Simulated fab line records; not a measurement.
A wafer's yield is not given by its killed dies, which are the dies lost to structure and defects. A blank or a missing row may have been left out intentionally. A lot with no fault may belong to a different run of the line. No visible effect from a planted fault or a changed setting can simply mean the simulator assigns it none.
Matching of chambers -- flow n5-finfet -- ald-metal-01 running N5_BEOL_M6_ALD_77: 4 sister chambers
The step deposits TaN, target thk 2 nm, pulse time 2 s, purge time 3 s. 8 wafers are shown with their chamber, then 8 later ones without.

EACH WAFER AND ITS CHAMBER
wafer,chamber,heater-power-w (W)
L076.1,3,351
L083.4,2,459
L084.1,1,438
L084.2,3,357
L087.2,0,367
L087.3,2,457
L087.5,0,366
L088.2,1,434

WAFERS WITH NO CHAMBER GIVEN
wafer,heater-power-w (W)
L088.4,363
L088.5,434
L089.2,369
L089.4,453
L089.5,470
L097.4,340
L097.5,404
L097.6,442

THE CHAMBER EACH PASSED THROUGH
wafer,from the rows above,in truth
L088.4,0,0
L088.5,1,1
L089.2,0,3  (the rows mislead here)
L089.4,2,2
L089.5,2,2
L097.4,3,3
L097.5,1,1
L097.6,1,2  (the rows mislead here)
Correct placement for 6 of the 8. From these rows, 0 cannot be placed. Placed wrongly: 2.
How it was worked out, from the rows above alone: a wafer's distance from a chamber is the root of the sum, over the readings, of the square of ((its reading less the chamber's mean) divided by the reading's scatter). The wafer belongs to the nearest chamber; if the next one is less than 2 further off, it can't be placed. A chamber's mean is the mean of its shown wafers. The scatter: the root of (the sum of the squares of (reading less its chamber's mean) over the shown wafers, divided by (wafers less chambers)).
